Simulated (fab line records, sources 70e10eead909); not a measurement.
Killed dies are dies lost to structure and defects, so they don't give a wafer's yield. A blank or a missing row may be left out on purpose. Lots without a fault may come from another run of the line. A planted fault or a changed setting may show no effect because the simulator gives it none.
fab line records | flow nand_harc
record lots=14 wafers=38 last_day=33
route steps=1302 shown P_M0@268 P_M1@290
lots that met no fault: from a run of the same line without faults
start_h: hours from the record's first day to the start of the lot's first wafer shown | wait_h: hours since the lot's step before | " the same as in the row above | L1.1+2: a row that stands for several wafers | - no value, or no start given | * or withheld: withheld | < > ~ a bound
route shown NAME@n: a module of which the file shows steps, and the number in the route of the first | usual: mean/standard deviation of fault-free wafers | same: alike in all rows | chamber/n: place in a boat | sites: the reading at each site | _std_site: their standard deviation | _edge_site: outer sites' mean less inner sites' | radius_mm: how far each site lies from the wafer's centre | mask NAME#n: copy n | behind: the tool/chamber that last shaped the wafer | hold: why the lot was held/for how many hours/how that ended | device: the transistor (n, p or np) that didn't switch | end of line: the same wafers' tests at the end of the route | a step without rows: its recipe alone | killed: dies lost to structure and defects at the first sort, not the wafer's yield | map: a wafer's dies, x killed, . not, _ none there
set.NAME: the setting as run; set.NAME@STEP: as run at that earlier step | model.NAME: the simulator's own value behind a step, which no gauge read
steps of the route over a sample of lots; a table a step, a row a wafer
services: from which hour (start_h, from the record's first day; less than 0 if before it) a tool's chamber was out of use, for how many hours, and why
## steps
# step NHARC_P_M0_ETCH_15
# recipe target_depth_a=1500 overetch_a=150 time_s=82.5 c4f8_flow_sccm=withheld ar_flow_sccm=400 rf_w=600 bias_w=300 chemistry=C4F8/Ar
# usual bias_w=299.8/0.79 oes_product_au=0.952/0.021 rf_vpp_V=441/3.3
# columns lot.wafer tool chamber start_h wait_h bias_w oes_product_au rf_hours_counter_h rf_vpp_V
L242.3 rie_diel-13 1 - - 299.2 0.943 22 442
L242.2 " 3 " " 299.3 0.968 23 438
L242.5 " 0 " " 299.9 0.962 - 437
L243.3 rie_diel-02 0 - - 298.7 0.913 38 439
L243.1 " 1 " " 299.4 0.926 42 445
L243.4 " 2 " " 301.4 0.915 39 443
L247.3 rie_diel-13 1 - - 299.7 0.971 2 443
L247.1 " 3 " " 300.7 0.948 2 438
L247.6 " 0 " " 300.2 0.953 - 436
L248.4 rie_diel-13 3 - - 300.7 0.961 5 437
L248.2 " 0 " " 298.5 0.965 5 437
L248.6 " 3 " " 300.7 0.960 - 438
L249.2 rie_diel-10 0 - - 299.8 0.973 47 443
L249.4 " 2 " " 299.9 0.958 43 436
L249.5 " 0 " " 300.0 0.981 - 444
L250.3 rie_diel-10 1 - - 299.5 0.938 40 439
L250.1 " 2 " " 299.6 0.929 47 438
L250.6 " 3 " " 299.8 0.931 - 445
L251.2 rie_diel-13 1 - - 300.1 0.968 9 442
L251.1 " 3 " " 299.9 0.954 8 439
L251.6 " 0 " " 300.5 0.976 - 436
L252.4 rie_diel-13 0 - - 300.0 0.982 11 436
L252.5 " 0 " " 299.9 0.990 - 437
L252.6 " 1 " " 298.3 0.974 - 441
L255.6 rie_diel-13 2 - - 297.9 0.948 - 444
L257.2 rie_diel-02 3 - - 300.2 0.986 29 440
L259.4 rie_diel-02 3 - - 300.2 0.988 33 442
L259.3 " 1 " " 298.7 0.967 25 445
L259.5 " 2 " " 299.3 0.952 - 443
L260.3 rie_diel-02 2 - - 301.5 0.916 35 442
L260.5 " 2 " " 300.4 0.919 - 443
L260.6 " 3 " " 300.0 0.934 - 440
L261.1 rie_diel-02 2 - - 300.3 0.924 40 442
L261.2 " 1 " " 300.6 0.917 33 446
L261.6 " 3 " " 299.8 0.932 - 439
L262.2 rie_diel-02 2 - - 299.9 0.925 43 444
L262.5 " 1 " " 300.1 0.918 - 446
L262.6 " 2 " " 299.9 0.928 - 444
# step NHARC_P_M0_PVD_20
# recipe target_thk_a=50 bias_v=168.6 power_w=15000 chamber_pressure_pa=0.12 time_s=8.06 substrate_temp_c=50 material=TaN
# usual throttle_valve_pct=29.6/1.3
# columns lot.wafer tool chamber start_h wait_h throttle_valve_pct
L242.2 pvd_sputter-03 - - - 31.5
L242.3 " - " " 27.4
L242.5 " - " " 31.8
L243.4 pvd_sputter-02 - - - 30.1
L243.1 " - " " 31.3
L243.3 " - " " 30.0
L247.3 pvd_sputter-01 - - - 28.7
L247.1 " - " " 27.2
L247.6 " - " " 30.9
L248.2 pvd_sputter-03 - - - 30.2
L248.4 " - " " 30.4
L248.6 " - " " 30.4
L249.4 pvd_sputter-01 - - - 27.3
L249.2 " - " " 29.0
L249.5 " - " " 30.7
L250.1 pvd_sputter-03 - - - 28.3
L250.3 " - " " 30.6
L250.6 " - " " 30.4
L251.2 pvd_sputter-03 - - - 28.5
L251.1 " - " " 30.2
L251.6 " - " " 31.7
L252.4 pvd_sputter-03 - - - 30.6
L252.5 " - " " 31.4
L252.6 " - " " 28.3
L255.6 pvd_sputter-01 - - - 31.1
L257.2 pvd_sputter-01 - - - 29.0
L259.3 pvd_sputter-02 - - - 28.9
L259.4 " - " " 29.8
L259.5 " - " " 29.0
L260.3 pvd_sputter-02 - - - 30.7
L260.5 " - " " 29.3
L260.6 " - " " 30.0
L261.2 pvd_sputter-01 - - - 27.9
L261.1 " - " " 29.2
L261.6 " - " " 27.6
L262.2 pvd_sputter-03 - - - 30.5
L262.6 " - " " 28.8
L262.5 " - " " 30.3
# step NHARC_P_M1_SOFTBAKE_04
# recipe temp_c=105 time_s=55
# usual heater_power_total_W=188.44/0.13
# columns lot.wafer tool chamber start_h wait_h heater_power_total_W
L242.2 litho_track-01 0 141 - 188.25
L242.3 " 0 " " 188.53
L242.5 " 0 " " 188.41
L243.1 litho_track-06 0 155 - 188.40
L243.3 " 0 " " 188.34
L243.4 " 0 " " 188.29
L247.1 litho_track-06 0 190 - 188.35
L247.3 " 0 " " 188.69
L247.6 " 0 " " 188.61
L248.2 litho_track-04 0 212 - 188.76
L248.4 " 0 " " 188.44
L248.6 " 0 " " 188.33
L249.2 litho_track-06 0 213 - 188.38
L249.4 " 0 " " 188.54
L249.5 " 0 " " 188.46
L250.1 litho_track-04 0 228 - 188.29
L250.3 " 0 " " 188.42
L250.6 " 0 " " 188.46
L251.1 litho_track-01 0 232 - 188.45
L251.2 " 0 " " 188.38
L251.6 " 0 " " 188.36
L252.4 litho_track-04 0 243 - 188.76
L252.5 " 0 " " 188.30
L252.6 " 0 " " 188.38
L255.6 litho_track-04 0 283 - 182.30
L257.2 litho_track-04 0 301 - 182.17
L259.3 litho_track-01 0 316 - 188.40
L259.4 " 0 " " 188.49
L259.5 " 0 " " 188.27
L260.3 litho_track-06 0 328 - 188.40
L260.5 " 0 " " 188.61
L260.6 " 0 " " 188.36
L261.1 litho_track-01 0 338 - 188.21
L261.2 " 0 " " 188.30
L261.6 " 0 " " 188.39
L262.2 litho_track-01 0 348 - 188.42
L262.5 " 0 " " 188.28
L262.6 " 0 " " 188.71
# step NHARC_P_M1_DESCUM_14
# recipe time_s=3 o2_flow_sccm=200 ar_flow_sccm=0 bias_power_w=0 chemistry=O2
# usual drypump_motor_current_A=5.6/0.47 oes_product_au=1.000/0.0088 rf_vpp_V=57.9/0.84 showerhead_plenum_p_Torr=1.94/0.079 throttle_valve_pct=11.310/0.0099
# columns lot.wafer tool chamber start_h wait_h drypump_motor_current_A oes_product_au rf_hours_counter_h rf_vpp_V showerhead_plenum_p_Torr throttle_valve_pct
L242.3 rie_diel-07 1 141.66 0.1 5.3 0.991 1 56.3 1.80 11.292
L242.2 " 2 " " 4.8 1.006 1 57.9 1.99 11.308
L242.5 " 0 " " 5.5 1.002 - 57.4 1.94 11.314
L243.1 rie_diel-07 0 156.02 0.1 5.5 1.001 1 58.0 1.94 11.308
L243.4 " 1 " " 5.3 0.997 1 57.7 1.80 11.308
L243.3 " 2 " " 4.8 1.010 2 57.9 1.99 11.318
L247.1 rie_diel-06 0 190.95 0.1 5.8 0.998 3 57.2 1.87 11.304
L247.3 " 2 " " 6.6 0.988 3 57.2 1.91 11.311
L247.6 " 1 " " 5.9 1.013 - 57.2 2.06 11.319
L248.4 rie_diel-07 2 212.62 0.1 4.8 1.011 5 59.1 1.98 11.321
L248.2 " 0 " " 5.5 1.011 7 58.7 1.94 11.319
L248.6 " 2 " " 4.8 1.007 - 58.2 1.98 11.311
L249.2 rie_diel-07 3 214.16 0.1 5.7 1.005 8 57.6 1.97 11.307
L249.4 " 0 " " 5.5 1.003 7 58.5 1.94 11.302
L249.5 " 3 " " 5.7 0.998 - 59.1 1.97 11.310
L250.3 rie_diel-06 2 229.52 0.1 6.6 0.992 5 58.2 1.91 11.288
L250.1 " 3 " " 5.8 0.987 5 56.6 1.99 11.310
L250.6 " 2 " " 6.6 0.995 - 56.6 1.91 11.312
L251.2 rie_diel-11 3 233.46 0.1 6.2 1.010 38 57.3 1.83 11.314
L251.1 " 0 " " 5.4 1.009 38 59.2 2.05 11.315
L251.6 " 3 " " 6.3 0.989 - 58.2 1.83 11.307
L252.6 rie_diel-07 3 244.14 0.1 5.7 1.012 - 57.4 1.97 11.312
L252.5 " 1 " " 5.3 0.999 - 58.1 1.80 11.300
L252.4 " 2 " " 4.8 1.013 - 58.2 1.98 11.299
L255.6 rie_diel-07 2 284.23 0.1 4.8 1.003 - 57.8 1.98 11.314
L257.2 rie_diel-06 2 302.00 0.1 6.6 0.992 10 58.0 1.91 11.320
L259.3 rie_diel-11 1 316.83 0.1 5.4 1.000 12 58.4 1.97 11.298
L259.4 " 2 " " 6.1 1.003 14 57.2 1.77 11.313
L259.5 " 1 " " 5.4 1.007 - 56.8 1.97 11.304
L260.3 rie_diel-06 2 329.12 0.1 6.6 1.005 0 58.0 1.91 11.321
L260.5 " 0 " " 5.8 0.999 - 58.4 1.87 11.302
L260.6 " 1 " " 5.8 1.029 - 57.5 2.06 11.338
L261.1 rie_diel-07 0 339.56 0.1 5.5 1.001 3 59.0 1.94 11.326
L261.2 " 1 " " 5.3 1.006 2 56.7 1.79 11.298
L261.6 " 0 " " 5.5 0.984 - 58.0 1.94 11.296
L262.2 rie_diel-06 1 348.74 0.1 5.8 1.005 1 57.7 2.06 11.301
L262.6 " 0 " " 5.8 0.993 - 59.2 1.87 11.313
L262.5 " 1 " " 5.9 1.022 - 57.0 2.06 11.323
## services
# columns tool chamber start_h hours kind
rie_diel-07 - 117.20 9.0 pm
rie_diel-06 - 130.20 9.0 pm
rie_diel-02 1 130.47 6.3 repair
litho_track-01 - 155.00 7.0 pm
pvd_sputter-03 - 159.58 1.4 repair
rie_diel-07 2 162.96 19.0 repair
rie_diel-13 - 165.09 9.0 pm
pvd_sputter-03 - 168.24 3.4 repair
litho_track-06 - 179.00 7.0 pm
rie_diel-13 2 198.19 6.8 repair
litho_track-04 - 203.00 7.0 pm
rie_diel-02 - 217.10 9.0 pm
rie_diel-02 1 233.69 2.7 repair
rie_diel-07 0 235.14 9.8 repair
pvd_sputter-03 - 235.28 4.8 repair
rie_diel-02 - 256.02 0.2 repair
rie_diel-07 3 264.80 9.4 repair
rie_diel-07 3 276.96 22.8 repair
rie_diel-07 - 294.20 9.0 pm
rie_diel-06 - 307.20 9.0 pm
pvd_sputter-03 - 328.09 1.5 repair
litho_track-01 - 330.00 7.0 pm
rie_diel-07 - 338.27 0.5 repair
rie_diel-13 - 342.09 9.0 pm
## key
first_sign step=NHARC_P_M1_SOFTBAKE_04 reading=heater_power_total_W direction=down sigmas=47 usual=* struck=*
effect none on later readings
met_at NHARC_P_M1_SOFTBAKE_04
struck_lots L255,L257
sort_left_out L255.6,L257.2
tester_left_out L255,L257
not_acting_at NHARC_P_M0_ETCH_15,NHARC_P_M0_PVD_20,NHARC_P_M1_DESCUM_14
onset_between 243 283
earlier_fault kind=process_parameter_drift tool=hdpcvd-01 chamber=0 onset_h=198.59 steps=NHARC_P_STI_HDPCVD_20 channel=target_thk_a offset=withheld shape=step
fault kind=process_parameter_drift tool=litho_track-04 chamber=- onset_h=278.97 steps=NHARC_P_M1_SOFTBAKE_04 channel=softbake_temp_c offset=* shape=step acts_in=* stated=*
# tester_left_out: of these lots the tester's yield and bins aren't shown, on N5 and GAA mostly nor the transistor test; their killed dies are dies lost to structure and defects alone, not to doping, threshold or leakage, so they don't give the yield
# sort_left_out: the simulated sort isn't trusted on such a fault, so these wafers' sort isn't shown, and their yield isn't known
